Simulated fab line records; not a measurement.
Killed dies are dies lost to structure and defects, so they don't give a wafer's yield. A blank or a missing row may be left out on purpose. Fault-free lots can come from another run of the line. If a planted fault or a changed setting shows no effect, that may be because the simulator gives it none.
Problem report, 8D (eight disciplines) form, completed by code || flow nand-harc || the parts of the form that need people (team, actions taken, sign-off) are left out

1. THE PROBLEM
thk-nm at NHARC_A_ONON_D2_THK_MEAS_02 reads a mean of 1517 nm on 6 wafers of 2 lots; wafers without a fault read 1005 nm with a standard deviation of 12. That puts it +43 standard deviations away from the usual mean.
The step: measures by ellipsometry.
First observed at day 20 19:46: wafer L528.2, on film-metro-02. Wafers with a number at this step in the record: 42, from 14 lots. Rule for "out", or "out of limits": more than 4 standard deviations from the usual mean. The other wafers with a number count as sound.

2. WHAT THIS IS AND IS NOT
{"question": "which readings at this step", "is": "thk-nm", "is not": "-"}
{"question": "which lots", "is": "L528, L529", "is not": "L509, L510, L511, L513, L515, L516, L517, L518, L519, L520, L521, L527"}
{"question": "which wafers of those lots", "is": "all that have a number", "is not": "-"}
{"question": "read on which gauges", "is": "film-metro-02", "is not": "film-metro-01"}
{"question": "when", "is": "from day 20 19:46", "is not": "up to then (36 sound wafers)"}

3. THE SUSPECTS, EACH WITH WHAT RULES IT OUT
Counting: any tool at a process step up to the reading is kept as a suspect provided that every lot that is out went through it and no sound lot did after the first of them.
- the gauge at NHARC_A_ONON_D2_THK_MEAS_02: kept. All the wafers that are out were read on film-metro-02, and no step on other tools shows them out.
- rie-diel-02 at NHARC_A_CHANNEL_HOLE_D1_ETCH_39 (etches the open film in N2/H2, target depth 260 nm, time 325 s): kept. Every lot that is out went through it, starting with L528 (day 17 02:27), and after that it ran no sound lot; the last sound lot it ran before then is L521 (day 13 13:31). NHARC_A_CHANNEL_HOLE_D1_ETCH_39: start missing for some lots; hours and lot order therefore follow NHARC_A_CHANNEL_HOLE_D1_ETCH_21.
- har-etch-01 at NHARC_A_CHANNEL_HOLE_D1_ETCH_21 (etches the open film in C4F8/O2/Ar, time 514.3 s, target depth 1600 nm): kept. Every lot that is out went through it, starting with L528 (day 17 02:27), and after that it ran no sound lot; the last sound lot it ran before then is L520 (day 13 14:03).
- pecvd-onon-04 at NHARC_A_ONON_D2_DEP_00 (target thk 1000 nm): kept. Every lot that is out went through it, starting with L528 (day 20 19:19), and after that it ran no sound lot; the last sound lot it ran before then is L519 (day 17 08:00).
Left after counting: rie-diel-02 at NHARC_A_CHANNEL_HOLE_D1_ETCH_39, har-etch-01 at NHARC_A_CHANNEL_HOLE_D1_ETCH_21, pecvd-onon-04 at NHARC_A_ONON_D2_DEP_00, film-metro-02 at NHARC_A_ONON_D2_THK_MEAS_02.

4. THE CAUSE (what the simulator had put in)
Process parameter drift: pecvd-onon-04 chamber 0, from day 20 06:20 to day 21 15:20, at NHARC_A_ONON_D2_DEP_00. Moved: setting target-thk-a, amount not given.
Counting left 4 suspects, and this tool is among them.

5. THE EFFECT CHAIN, in route order
One row per reading whose mean, taken over the struck wafers that have a number, lies over 3 standard deviations from the usual. Only readings whose record carries a usual standard deviation are examined. hours: median over the lots of the time between each lot's start at the first step of this table that gives one and its start at this step. sigmas: the change, counted in usual standard deviations.
{"hours": 0, "step": "NHARC_A_ONON_D2_THK_MEAS_02", "reading": "thk-nm", "usual": "1005 nm", "on struck wafers": 1517, "change": "+512", "sigmas": "+43"}

6. WHAT WOULD HAVE CAUGHT IT SOONER
In this record the first reading out of limits at a measuring or inspecting step was taken at day 20 19:46, 13 hours after the fault began at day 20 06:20.
Lots out: 2; of these, L529 started NHARC_A_ONON_D2_DEP_00 on pecvd-onon-04 after day 20 19:46. Had the tool been put on hold then, it would have been spared.
